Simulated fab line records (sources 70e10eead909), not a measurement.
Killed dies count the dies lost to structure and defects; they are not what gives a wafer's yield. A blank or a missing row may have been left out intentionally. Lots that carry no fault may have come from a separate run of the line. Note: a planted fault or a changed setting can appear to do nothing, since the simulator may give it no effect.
fab line records ; flow nand-harc
[record] lots = 24; wafers = 72; last-day = 24
route steps=1159 shown P_STI@96 P_GATE@209 P_CONTACT@246 P_M0@278 P_M1@297
lots that met no fault: taken from a fault-free run of the same line
start-h: hours from the record's opening day to when the first of the lot's shown wafers began ; wait-h: time in hours since the lot's previous step ; " same as the row above ; L1.1+2: a single row standing in for several wafers ; - no value, or no start was given ; * or withheld: withheld ; < > ~ a bound
route shown NAME@n: NAME is a module with steps in the file, n the number in the route of the first one ; usual: the fault-free wafers' mean and standard deviation ; same: alike in all rows ; chamber/n: place in a boat ; sites: each site's reading ; _std_site: their standard deviation ; _edge_site: inner sites' mean taken away from outer sites' mean ; radius-mm: how far each site lies from the wafer's centre ; mask NAME#n: copy n ; behind: tool/chamber where the wafer was last shaped ; hold: what put the lot on hold/how long, in hours/how the hold closed ; device: transistor that didn't switch, given as n, p or np ; end of line: tests run on the same wafers once the route is complete ; a step given without rows: its recipe and nothing more ; killed: at the first sort, the dies lost to defects and structure; wafer yield is something else ; map: per-die view of a wafer (x killed, . not killed, _ where there is no die)
set.NAME: the setting that was run; set.NAME@STEP: the one run at that earlier step ; model.NAME: the simulator's own value behind a step, which no gauge read
route steps across a sampled set of lots; one table per step, one row per wafer
services: the hour from which a tool's chamber was out of use, counted from the record's first day as start-h (under 0 if before that day), plus the number of hours and why
[[steps]]
[step NHARC_P_STI_OCD_MEAS_43]
[usual] trench-depth-nm = 301/4.7; trench-foot-cd-nm = 157.8/2.5
lot.wafer;tool;chamber;start-h;wait-h;trench-depth-nm;trench-foot-cd-nm
L074.1;ocd-02;-;36.39;-;303;156.0
L074.4;ocd-02;-;36.39;-;303;155.3
L074.5;ocd-02;-;36.39;-;304;158.6
L076.3;ocd-01;-;51.20;-;296;165.5
L076.4;ocd-01;-;51.20;-;300;158.7
L076.5;ocd-01;-;51.20;-;298;158.1
L077.4;ocd-02;-;51.24;-;302;159.2
L077.5;ocd-02;-;51.24;-;301;163.0
L077.6;ocd-02;-;51.24;-;307;159.0
L078.1;ocd-02;-;58.48;-;299;157.8
L078.2;ocd-02;-;58.48;-;300;159.6
L078.6;ocd-02;-;58.48;-;304;157.5
L075.2;ocd-01;-;58.66;-;302;156.9
L075.4;ocd-01;-;58.66;-;303;154.5
L075.6;ocd-01;-;58.66;-;299;161.6
L079.2;ocd-01;-;67.37;-;301;159.4
L079.4;ocd-01;-;67.37;-;302;157.4
L079.6;ocd-01;-;67.37;-;300;156.9
L080.1;ocd-01;-;72.24;-;308;158.8
L080.2;ocd-01;-;72.24;-;307;156.8
L080.6;ocd-01;-;72.24;-;307;159.2
L081.2;ocd-02;-;79.49;-;305;157.8
L081.3;ocd-02;-;79.49;-;307;157.5
L081.5;ocd-02;-;79.49;-;308;154.2
L082.1;ocd-02;-;84.51;-;296;159.3
L082.3;ocd-02;-;84.51;-;289;162.2
L082.6;ocd-02;-;84.51;-;292;158.5
L083.1;ocd-02;-;92.50;-;295;156.1
L083.3;ocd-02;-;92.50;-;303;160.8
L083.5;ocd-02;-;92.50;-;299;154.5
L085.1;ocd-02;-;101.09;-;300;157.1
L085.3;ocd-02;-;101.09;-;301;161.3
L085.5;ocd-02;-;101.09;-;300;158.5
L084.1;ocd-01;-;101.13;-;304;155.6
L084.2;ocd-01;-;101.13;-;303;157.0
L084.4;ocd-01;-;101.13;-;304;156.1
L087.4;ocd-01;-;113.88;-;292;152.9
L087.5;ocd-01;-;113.88;-;300;157.5
L087.6;ocd-01;-;113.88;-;292;160.7
L086.2;ocd-02;-;114.10;-;302;154.5
L086.4;ocd-02;-;114.10;-;301;159.9
L086.5;ocd-02;-;114.10;-;302;158.1
L088.3;ocd-02;-;121.99;-;295;156.9
L088.4;ocd-02;-;121.99;-;297;155.4
L088.6;ocd-02;-;121.99;-;294;160.5
L089.1;ocd-02;-;127.79;-;300;160.7
L089.5;ocd-02;-;127.79;-;299;157.1
L089.6;ocd-02;-;127.79;-;298;155.6
L090.1;ocd-02;-;134.23;-;306;159.1
L090.2;ocd-02;-;134.23;-;302;155.3
L090.3;ocd-02;-;134.23;-;306;152.4
L091.3;ocd-02;-;138.01;-;309;154.7
L091.5;ocd-02;-;138.01;-;297;158.9
L091.6;ocd-02;-;138.01;-;309;157.0
L092.1;ocd-01;-;146.96;-;292;159.2
L092.3;ocd-01;-;146.96;-;298;159.7
L092.4;ocd-01;-;146.96;-;299;157.4
L093.2;ocd-02;-;147.01;-;298;161.6
L093.4;ocd-02;-;147.01;-;302;158.1
L093.6;ocd-02;-;147.01;-;303;156.9
L094.1;ocd-01;-;156.53;-;304;159.5
L094.2;ocd-01;-;156.53;-;301;156.0
L094.5;ocd-01;-;156.53;-;303;160.4
L095.2;ocd-02;-;163.31;-;297;162.2
L095.4;ocd-02;-;163.31;-;305;152.4
L095.6;ocd-02;-;163.31;-;299;159.0
L096.1;ocd-02;-;168.09;-;302;158.1
L096.3;ocd-02;-;168.09;-;299;158.3
L096.5;ocd-02;-;168.09;-;302;158.0
L097.1;ocd-02;-;175.14;-;303;162.1
L097.2;ocd-02;-;175.14;-;309;161.7
L097.3;ocd-02;-;175.14;-;304;158.6
[step NHARC_P_GATE_DEGAS_109]
[recipe] temp-c = 300; time-s = 60
[usual] heater-power-w = 503/75
lot.wafer;tool;chamber;start-h;wait-h;heater-power-w
L074.4;pvd-sputter-01;-;103.69;0.1;436
L074.1;pvd-sputter-01;-;103.69;0.1;477
L074.5;pvd-sputter-01;-;103.69;0.1;446
L077.4;pvd-sputter-02;-;121.37;0.1;674
L077.5;pvd-sputter-02;-;121.37;0.1;662
L077.6;pvd-sputter-02;-;121.37;0.1;476
L076.4;pvd-sputter-02;-;121.92;0.1;406
L076.3;pvd-sputter-02;-;121.92;0.1;678
L076.5;pvd-sputter-02;-;121.92;0.1;681
L078.1;pvd-sputter-02;-;131.53;0.1;684
L078.2;pvd-sputter-02;-;131.53;0.1;405
L078.6;pvd-sputter-02;-;131.53;0.1;480
L075.2;pvd-sputter-03;-;131.98;0.1;479
L075.4;pvd-sputter-03;-;131.98;0.1;524
L075.6;pvd-sputter-03;-;131.98;0.1;480
L079.2;pvd-sputter-01;-;140.46;0.1;548
L079.4;pvd-sputter-01;-;140.46;0.1;454
L079.6;pvd-sputter-01;-;140.46;0.1;490
L080.1;pvd-sputter-02;-;149.55;0.1;475
L080.2;pvd-sputter-02;-;149.55;0.1;415
L080.6;pvd-sputter-02;-;149.55;0.1;473
L081.2;pvd-sputter-02;-;150.38;0.1;472
L081.3;pvd-sputter-02;-;150.38;0.1;417
L081.5;pvd-sputter-02;-;150.38;0.1;487
L082.1;pvd-sputter-03;-;154.96;0.1;497
L082.3;pvd-sputter-03;-;154.96;0.1;515
L082.6;pvd-sputter-03;-;154.96;0.1;464
L083.3;pvd-sputter-02;-;165.35;0.1;453
L083.1;pvd-sputter-02;-;165.35;0.1;411
L083.5;pvd-sputter-02;-;165.35;0.1;678
L087.4;pvd-sputter-03;-;183.14;0.1;420
L087.6;pvd-sputter-03;-;183.14;0.1;484
L087.5;pvd-sputter-03;-;183.14;0.1;546
L086.2;pvd-sputter-01;-;183.95;0.1;492
L086.4;pvd-sputter-01;-;183.95;0.1;483
L086.5;pvd-sputter-01;-;183.95;0.1;561
L084.4;pvd-sputter-02;-;184.27;0.1;418
L084.1;pvd-sputter-02;-;184.27;0.1;691
L084.2;pvd-sputter-02;-;184.27;0.1;452
L085.3;pvd-sputter-03;-;189.70;0.1;490
L085.1;pvd-sputter-03;-;189.70;0.1;541
L085.5;pvd-sputter-03;-;189.70;0.1;485
L088.3;pvd-sputter-02;-;192.28;0.1;489
L088.4;pvd-sputter-02;-;192.28;0.1;675
L088.6;pvd-sputter-02;-;192.28;0.1;491
L089.1;pvd-sputter-01;-;193.81;0.1;478
L089.6;pvd-sputter-01;-;193.81;0.1;562
L089.5;pvd-sputter-01;-;193.81;0.1;473
L090.3;pvd-sputter-02;-;203.86;0.1;446
L090.2;pvd-sputter-02;-;203.86;0.1;410
L090.1;pvd-sputter-02;-;203.86;0.1;483
L091.3;pvd-sputter-03;-;208.42;0.1;528
L091.5;pvd-sputter-03;-;208.42;0.1;478
L091.6;pvd-sputter-03;-;208.42;0.1;550
L093.4;pvd-sputter-03;-;217.46;0.1;550
L093.2;pvd-sputter-03;-;217.46;0.1;526
L093.6;pvd-sputter-03;-;217.46;0.1;551
L092.1;pvd-sputter-03;-;218.40;0.1;517
L092.3;pvd-sputter-03;-;218.40;0.1;430
L092.4;pvd-sputter-03;-;218.40;0.1;475
L094.2;pvd-sputter-01;-;223.81;0.1;461
L094.1;pvd-sputter-01;-;223.81;0.1;559
L094.5;pvd-sputter-01;-;223.81;0.1;492
L096.3;pvd-sputter-01;-;231.44;0.1;565
L096.1;pvd-sputter-01;-;231.44;0.1;470
L096.5;pvd-sputter-01;-;231.44;0.1;473
L095.4;pvd-sputter-03;-;232.11;0.1;547
L095.2;pvd-sputter-03;-;232.11;0.1;512
L095.6;pvd-sputter-03;-;232.11;0.1;514
L097.2;pvd-sputter-02;-;250.03;0.1;647
L097.3;pvd-sputter-02;-;250.03;0.1;472
L097.1;pvd-sputter-02;-;250.03;0.1;402
[step NHARC_P_CONTACT_PVD_32]
[recipe] target-thk-a = 50; chamber-pressure-pa = 5; power-w = 5000; substrate-temp-c = 200; time-s = 17.7; material = Ti
[usual] throttle-valve-pct = 29.8/1.1
lot.wafer;tool;chamber;start-h;wait-h;throttle-valve-pct
L074.4;pvd-sputter-02;-;-;-;30.1
L074.1;pvd-sputter-02;-;-;-;29.3
L074.5;pvd-sputter-02;-;-;-;29.8
L077.4;pvd-sputter-03;-;-;-;31.2
L077.5;pvd-sputter-03;-;-;-;31.5
L077.6;pvd-sputter-03;-;-;-;29.2
L076.3;pvd-sputter-02;-;-;-;29.7
L076.4;pvd-sputter-02;-;-;-;28.5
L076.5;pvd-sputter-02;-;-;-;29.7
L078.2;pvd-sputter-02;-;-;-;29.9
L078.1;pvd-sputter-02;-;-;-;28.7
L078.6;pvd-sputter-02;-;-;-;30.4
L075.2;pvd-sputter-03;-;-;-;29.2
L075.4;pvd-sputter-03;-;-;-;31.0
L075.6;pvd-sputter-03;-;-;-;29.3
L079.4;pvd-sputter-01;-;-;-;28.5
L079.2;pvd-sputter-01;-;-;-;28.3
L079.6;pvd-sputter-01;-;-;-;30.8
L080.2;pvd-sputter-03;-;-;-;29.2
L080.1;pvd-sputter-03;-;-;-;31.5
L080.6;pvd-sputter-03;-;-;-;29.2
L081.2;pvd-sputter-02;-;-;-;29.6
L081.3;pvd-sputter-02;-;-;-;30.0
L081.5;pvd-sputter-02;-;-;-;29.7
L082.3;pvd-sputter-03;-;-;-;29.2
L082.1;pvd-sputter-03;-;-;-;29.4
L082.6;pvd-sputter-03;-;-;-;31.6
L083.1;pvd-sputter-03;-;-;-;29.3
L083.3;pvd-sputter-03;-;-;-;29.4
L083.5;pvd-sputter-03;-;-;-;31.5
L087.4;pvd-sputter-01;-;-;-;27.9
L087.6;pvd-sputter-01;-;-;-;31.2
L087.5;pvd-sputter-01;-;-;-;28.6
L086.4;pvd-sputter-02;-;-;-;28.8
L086.2;pvd-sputter-02;-;-;-;29.5
L086.5;pvd-sputter-02;-;-;-;28.3
L084.4;pvd-sputter-01;-;-;-;30.6
L084.2;pvd-sputter-01;-;-;-;30.7
L084.1;pvd-sputter-01;-;-;-;28.0
L085.1;pvd-sputter-01;-;-;-;28.0
L085.3;pvd-sputter-01;-;-;-;31.1
L085.5;pvd-sputter-01;-;-;-;27.8
L088.4;pvd-sputter-02;-;-;-;29.6
L088.3;pvd-sputter-02;-;-;-;30.2
L088.6;pvd-sputter-02;-;-;-;29.7
L089.1;pvd-sputter-03;-;-;-;29.1
L089.6;pvd-sputter-03;-;-;-;31.5
L089.5;pvd-sputter-03;-;-;-;29.3
L090.1;pvd-sputter-02;-;-;-;28.1
L090.3;pvd-sputter-02;-;-;-;29.1
L090.2;pvd-sputter-02;-;-;-;30.3
L091.3;pvd-sputter-01;-;-;-;31.3
L091.5;pvd-sputter-01;-;-;-;30.9
L091.6;pvd-sputter-01;-;-;-;28.5
L093.2;pvd-sputter-01;-;-;-;28.2
L093.4;pvd-sputter-01;-;-;-;30.5
L093.6;pvd-sputter-01;-;-;-;28.0
L092.4;pvd-sputter-01;-;-;-;28.4
L092.3;pvd-sputter-01;-;-;-;27.8
L092.1;pvd-sputter-01;-;-;-;30.9
L094.2;pvd-sputter-02;-;-;-;29.5
L094.1;pvd-sputter-02;-;-;-;30.5
L094.5;pvd-sputter-02;-;-;-;29.6
L096.1;pvd-sputter-03;-;-;-;31.2
L096.3;pvd-sputter-03;-;-;-;29.2
L096.5;pvd-sputter-03;-;-;-;31.4
L095.2;pvd-sputter-03;-;-;-;29.1
L095.4;pvd-sputter-03;-;-;-;31.5
L095.6;pvd-sputter-03;-;-;-;31.4
L097.2;pvd-sputter-03;-;-;-;29.1
L097.1;pvd-sputter-03;-;-;-;29.3
L097.3;pvd-sputter-03;-;-;-;31.3
[step NHARC_P_M0_CMP_23]
[recipe] t-overpolish-s = 20; target-thk-nm = 117.53
[usual] edge-zone-pressure-frac = 1.000/0.0051; motor-current-A = 12.1/0.99; time-to-endpoint-s = 28.8/2.9
[same] t-overpolish-s = 20
lot.wafer;tool;chamber;start-h;wait-h;edge-zone-pressure-frac;motor-current-A;time-to-endpoint-s
L074.4;cmp-01;0;112.74;-;0.990;12.9;30.1
L074.1;cmp-01;1;112.74;-;0.995;14.2;26.5
L074.5;cmp-01;1;112.74;-;0.995;13.4;29.2
L077.4;cmp-03;3;137.05;-;0.999;11.5;32.9
L077.6;cmp-03;0;137.05;-;1.004;10.2;32.9
L077.5;cmp-03;1;137.05;-;0.996;11.4;37.0
L076.3;cmp-01;3;137.61;-;0.998;12.0;27.2
L076.4;cmp-01;2;137.61;-;0.996;12.8;28.2
L076.5;cmp-01;0;137.61;-;0.993;12.2;28.3
L078.1;cmp-04;0;140.69;-;1.004;11.6;30.7
L078.2;cmp-04;1;140.69;-;0.997;10.9;27.6
L078.6;cmp-04;0;140.69;-;1.008;11.7;27.8
L075.2;cmp-03;2;140.91;-;0.999;12.2;31.5
L075.4;cmp-03;1;140.91;-;0.998;11.3;34.0
L075.6;cmp-03;3;140.91;-;1.004;11.8;30.9
L079.2;cmp-01;0;155.71;-;1.001;11.9;31.3
L079.4;cmp-01;2;155.71;-;0.998;12.5;28.9
L079.6;cmp-01;1;155.71;-;1.000;14.2;30.0
L080.2;cmp-01;3;158.47;-;1.006;11.7;32.3
L080.1;cmp-01;0;158.47;-;1.003;12.6;33.4
L080.6;cmp-01;3;158.47;-;1.011;12.1;30.9
L081.3;cmp-04;2;159.59;-;1.000;12.0;32.2
L081.2;cmp-04;3;159.59;-;1.003;12.4;32.9
L081.5;cmp-04;2;159.59;-;0.996;12.4;30.4
L082.3;cmp-03;0;164.03;-;0.992;10.2;28.6
L082.1;cmp-03;1;164.03;-;0.997;11.4;32.7
L082.6;cmp-03;3;164.03;-;1.001;11.3;27.9
L083.1;cmp-03;3;177.31;-;0.999;11.3;34.1
L083.3;cmp-03;0;177.31;-;0.996;10.8;31.4
L083.5;cmp-03;3;177.31;-;1.003;11.8;32.3
L087.4;cmp-01;1;194.06;-;0.997;13.6;25.9
L087.6;cmp-01;1;194.06;-;0.999;13.1;28.6
L087.5;cmp-01;2;194.06;-;1.000;12.7;28.8
L086.4;cmp-03;3;194.37;-;1.010;10.8;29.8
L086.2;cmp-03;1;194.37;-;0.991;10.6;35.4
L086.5;cmp-03;0;194.37;-;1.007;9.9;29.7
L084.1;cmp-01;0;194.65;-;1.001;12.1;27.1
L084.2;cmp-01;1;194.65;-;1.003;13.9;27.9
L084.4;cmp-01;2;194.65;-;1.001;12.7;27.8
L085.1;cmp-01;2;204.26;-;1.006;12.7;26.6
L085.3;cmp-01;0;204.26;-;0.994;12.1;28.9
L085.5;cmp-01;2;204.26;-;1.007;12.8;26.2
L088.4;cmp-03;3;209.55;-;1.003;11.9;25.8
L088.3;cmp-03;2;209.55;-;1.004;13.1;24.1
L088.6;cmp-03;0;209.55;-;0.999;10.6;28.3
L089.1;cmp-01;1;210.16;-;1.003;12.8;24.1
L089.5;cmp-01;0;210.16;-;0.991;12.5;26.7
L089.6;cmp-01;1;210.16;-;0.993;12.6;24.7
L090.1;cmp-04;0;213.77;-;1.011;12.5;27.6
L090.2;cmp-04;1;213.77;-;0.995;12.1;28.4
L090.3;cmp-04;2;213.77;-;1.003;12.7;29.7
L091.3;cmp-03;0;217.29;-;0.992;10.0;24.6
L091.5;cmp-03;0;217.29;-;0.996;10.3;27.1
L091.6;cmp-03;1;217.29;-;1.009;10.7;30.6
L093.4;cmp-03;3;226.86;-;0.998;11.4;27.2
L093.2;cmp-03;1;226.86;-;1.009;11.7;31.9
L093.6;cmp-03;3;226.86;-;1.000;11.4;29.1
L092.3;cmp-01;2;227.51;-;1.003;12.6;30.2
L092.1;cmp-01;3;227.51;-;0.998;12.0;27.4
L092.4;cmp-01;0;227.51;-;0.997;12.3;32.5
L094.2;cmp-04;3;233.03;-;0.996;11.9;29.1
L094.1;cmp-04;2;233.03;-;1.005;11.8;28.8
L094.5;cmp-04;3;233.03;-;0.997;12.1;28.8
L096.3;cmp-03;3;244.26;-;0.991;11.2;27.7
L096.1;cmp-03;2;244.26;-;1.000;12.6;24.1
L096.5;cmp-03;0;244.26;-;1.002;10.4;31.2
L095.2;cmp-03;1;244.81;-;0.999;10.9;31.3
L095.4;cmp-03;0;244.81;-;1.003;10.6;26.9
L095.6;cmp-03;2;244.81;-;0.998;12.6;22.2
L097.1;cmp-01;0;267.87;-;1.003;11.8;27.4
L097.3;cmp-01;1;267.87;-;1.000;14.1;25.0
L097.2;cmp-01;2;267.87;-;0.999;12.3;27.3
[step NHARC_P_M1_INSPECT_11]
[usual] raw-defect-count = 3.6/2.3
lot.wafer;tool;chamber;start-h;wait-h;raw-defect-count
L074.1;defect-inspect-02;-;114.74;0.0;4
L074.4;defect-inspect-02;-;114.74;0.0;2
L074.5;defect-inspect-02;-;114.74;0.0;3
L077.4;defect-inspect-02;-;138.99;0.0;2
L077.5;defect-inspect-02;-;138.99;0.0;6
L077.6;defect-inspect-02;-;138.99;0.0;2
L076.3;defect-inspect-02;-;139.63;0.0;5
L076.4;defect-inspect-02;-;139.63;0.0;4
L076.5;defect-inspect-02;-;139.63;0.0;4
L078.1;defect-inspect-02;-;142.65;0.0;4
L078.2;defect-inspect-02;-;142.65;0.0;0
L078.6;defect-inspect-02;-;142.65;0.0;1
L075.2;defect-inspect-02;-;142.81;0.0;6
L075.4;defect-inspect-02;-;142.81;0.0;5
L075.6;defect-inspect-02;-;142.81;0.0;6
L079.2;defect-inspect-02;-;157.71;0.0;2
L079.4;defect-inspect-02;-;157.71;0.0;3
L079.6;defect-inspect-02;-;157.71;0.0;2
L080.1;defect-inspect-02;-;160.42;0.0;8
L080.2;defect-inspect-02;-;160.42;0.0;8
L080.6;defect-inspect-02;-;160.42;0.0;5
L081.2;defect-inspect-02;-;161.56;0.0;3
L081.3;defect-inspect-02;-;161.56;0.0;6
L081.5;defect-inspect-02;-;161.56;0.0;5
L082.1;defect-inspect-01;-;165.91;0.0;5
L082.3;defect-inspect-01;-;165.91;0.0;4
L082.6;defect-inspect-01;-;165.91;0.0;1
L083.1;defect-inspect-01;-;179.16;0.0;7
L083.3;defect-inspect-01;-;179.16;0.0;6
L083.5;defect-inspect-01;-;179.16;0.0;2
L087.4;defect-inspect-01;-;196.03;0.0;2
L087.5;defect-inspect-01;-;196.03;0.0;3
L087.6;defect-inspect-01;-;196.03;0.0;1
L086.2;defect-inspect-01;-;196.38;0.0;3
L086.4;defect-inspect-01;-;196.38;0.0;1
L086.5;defect-inspect-01;-;196.38;0.0;5
L084.1;defect-inspect-01;-;196.61;0.0;8
L084.2;defect-inspect-01;-;196.61;0.0;10
L084.4;defect-inspect-01;-;196.61;0.0;7
L085.1;defect-inspect-01;-;206.14;0.0;3
L085.3;defect-inspect-01;-;206.14;0.0;1
L085.5;defect-inspect-01;-;206.14;0.0;1
L088.3;defect-inspect-02;-;211.89;0.0;6
L088.4;defect-inspect-02;-;211.89;0.0;4
L088.6;defect-inspect-02;-;211.89;0.0;1
L089.1;defect-inspect-02;-;212.49;0.0;4
L089.5;defect-inspect-02;-;212.49;0.0;2
L089.6;defect-inspect-02;-;212.49;0.0;1
L090.1;defect-inspect-01;-;215.77;0.0;4
L090.2;defect-inspect-01;-;215.77;0.0;5
L090.3;defect-inspect-01;-;215.77;0.0;2
L091.3;defect-inspect-01;-;219.64;0.0;5
L091.5;defect-inspect-01;-;219.64;0.0;0
L091.6;defect-inspect-01;-;219.64;0.0;4
L093.2;defect-inspect-01;-;228.84;0.0;2
L093.4;defect-inspect-01;-;228.84;0.0;3
L093.6;defect-inspect-01;-;228.84;0.0;3
L092.1;defect-inspect-01;-;229.49;0.0;2
L092.3;defect-inspect-01;-;229.49;0.0;3
L092.4;defect-inspect-01;-;229.49;0.0;2
L094.1;defect-inspect-01;-;235.02;0.0;4
L094.2;defect-inspect-01;-;235.02;0.0;3
L094.5;defect-inspect-01;-;235.02;0.0;4
L096.1;defect-inspect-02;-;246.28;0.0;4
L096.3;defect-inspect-02;-;246.28;0.0;8
L096.5;defect-inspect-02;-;246.28;0.0;6
L095.2;defect-inspect-01;-;246.96;0.0;4
L095.4;defect-inspect-01;-;246.96;0.0;3
L095.6;defect-inspect-01;-;246.96;0.0;5
L097.1;defect-inspect-02;-;269.84;0.0;2
L097.2;defect-inspect-02;-;269.84;0.0;6
L097.3;defect-inspect-02;-;269.84;0.0;3
[step NHARC_P_M1_PVD_20]
[recipe] target-thk-a = 50; bias-v = 168.6; power-w = 15000; chamber-pressure-pa = 0.12; time-s = 8.06; substrate-temp-c = 50; material = TaN
[usual] bias-v = 168.7/1.9; throttle-valve-pct = 29.7/1.1
lot.wafer;tool;chamber;start-h;wait-h;bias-v;throttle-valve-pct
L074.4;pvd-sputter-02;-;-;-;170.0;29.8
L074.1;pvd-sputter-02;-;-;-;168.4;28.4
L074.5;pvd-sputter-02;-;-;-;168.8;29.6
L077.4;pvd-sputter-03;-;-;-;167.1;29.0
L077.6;pvd-sputter-03;-;-;-;167.7;29.1
L077.5;pvd-sputter-03;-;-;-;171.5;31.5
L076.4;pvd-sputter-01;-;-;-;168.7;30.6
L076.3;pvd-sputter-01;-;-;-;170.3;31.0
L076.5;pvd-sputter-01;-;-;-;168.0;28.0
L078.2;pvd-sputter-01;-;-;-;166.6;30.6
L078.1;pvd-sputter-01;-;-;-;167.0;28.2
L078.6;pvd-sputter-01;-;-;-;166.8;31.1
L075.4;pvd-sputter-02;-;-;-;167.8;28.4
L075.2;pvd-sputter-02;-;-;-;168.5;29.2
L075.6;pvd-sputter-02;-;-;-;166.1;29.2
L079.4;pvd-sputter-02;-;-;-;168.8;30.1
L079.2;pvd-sputter-02;-;-;-;168.0;29.6
L079.6;pvd-sputter-02;-;-;-;170.3;29.4
L080.2;pvd-sputter-03;-;-;-;170.1;28.9
L080.1;pvd-sputter-03;-;-;-;171.3;29.5
L080.6;pvd-sputter-03;-;-;-;168.9;31.4
L081.2;pvd-sputter-02;-;-;-;166.6;30.1
L081.3;pvd-sputter-02;-;-;-;167.6;29.6
L081.5;pvd-sputter-02;-;-;-;167.9;30.3
L082.1;pvd-sputter-02;-;-;-;166.0;30.0
L082.3;pvd-sputter-02;-;-;-;169.3;28.5
L082.6;pvd-sputter-02;-;-;-;166.9;30.1
L083.1;pvd-sputter-02;-;-;-;169.6;28.4
L083.3;pvd-sputter-02;-;-;-;164.7;30.0
L083.5;pvd-sputter-02;-;-;-;167.2;28.3
L087.4;pvd-sputter-01;-;-;-;169.4;30.9
L087.6;pvd-sputter-01;-;-;-;171.0;30.8
L087.5;pvd-sputter-01;-;-;-;166.0;28.4
L086.2;pvd-sputter-03;-;-;-;172.1;29.2
L086.4;pvd-sputter-03;-;-;-;165.8;31.3
L086.5;pvd-sputter-03;-;-;-;169.1;31.5
L084.2;pvd-sputter-02;-;-;-;167.4;29.2
L084.4;pvd-sputter-02;-;-;-;164.8;30.1
L084.1;pvd-sputter-02;-;-;-;171.7;28.4
L085.3;pvd-sputter-03;-;-;-;169.1;31.3
L085.1;pvd-sputter-03;-;-;-;168.3;31.4
L085.5;pvd-sputter-03;-;-;-;168.1;29.3
L088.4;pvd-sputter-02;-;-;-;167.7;30.0
L088.3;pvd-sputter-02;-;-;-;170.8;29.6
L088.6;pvd-sputter-02;-;-;-;170.4;28.3
L089.1;pvd-sputter-03;-;-;-;168.4;29.2
L089.6;pvd-sputter-03;-;-;-;172.1;31.6
L089.5;pvd-sputter-03;-;-;-;163.8;29.2
L090.2;pvd-sputter-03;-;-;-;168.5;29.2
L090.3;pvd-sputter-03;-;-;-;170.6;31.2
L090.1;pvd-sputter-03;-;-;-;168.3;29.5
L091.3;pvd-sputter-01;-;-;-;169.1;27.8
L091.5;pvd-sputter-01;-;-;-;171.8;28.0
L091.6;pvd-sputter-01;-;-;-;171.0;30.9
L093.2;pvd-sputter-03;-;-;-;170.1;29.4
L093.4;pvd-sputter-03;-;-;-;168.5;31.4
L093.6;pvd-sputter-03;-;-;-;167.9;29.1
L092.1;pvd-sputter-02;-;-;-;171.7;29.4
L092.3;pvd-sputter-02;-;-;-;170.0;29.3
L092.4;pvd-sputter-02;-;-;-;170.4;30.0
L094.1;pvd-sputter-01;-;-;-;166.9;31.0
L094.2;pvd-sputter-01;-;-;-;170.3;28.0
L094.5;pvd-sputter-01;-;-;-;167.9;31.0
L096.3;pvd-sputter-01;-;-;-;167.5;28.2
L096.1;pvd-sputter-01;-;-;-;171.0;30.9
L096.5;pvd-sputter-01;-;-;-;169.9;28.6
L095.4;pvd-sputter-02;-;-;-;169.1;30.5
L095.2;pvd-sputter-02;-;-;-;169.1;29.2
L095.6;pvd-sputter-02;-;-;-;169.3;30.3
L097.1;pvd-sputter-02;-;-;-;169.9;29.4
L097.3;pvd-sputter-02;-;-;-;163.7;30.5
L097.2;pvd-sputter-02;-;-;-;171.5;30.2
[[services]]
tool;chamber;start-h;hours;kind
cmp-01;-;84.15;4.0;pm
cmp-01;-;88.15;-;consumable-replace:conditioner
pvd-sputter-03;-;102.00;10.0;pm
cmp-04;-;105.00;4.0;pm
cmp-04;-;119.07;1.1;repair
cmp-01;-;120.74;1.0;repair
pvd-sputter-01;-;121.76;0.5;repair
cmp-04;-;130.37;0.8;repair
cmp-01;-;132.79;0.9;repair
pvd-sputter-01;-;150.09;2.0;repair
cmp-03;-;156.00;4.0;pm
pvd-sputter-01;-;158.00;10.0;pm
pvd-sputter-03;-;164.64;4.3;repair
cmp-03;-;179.84;1.4;repair
cmp-01;-;180.90;3.3;repair
cmp-03;-;185.86;1.9;repair
cmp-04;-;203.00;4.0;pm
cmp-01;-;209.07;0.9;repair
cmp-03;-;211.78;0.3;repair
pvd-sputter-02;-;214.02;10.0;pm
cmp-01;-;216.95;4.1;repair
pvd-sputter-03;-;249.94;2.9;repair
cmp-03;-;254.12;4.0;pm
cmp-03;-;261.71;2.1;repair
[[key]]
fault none
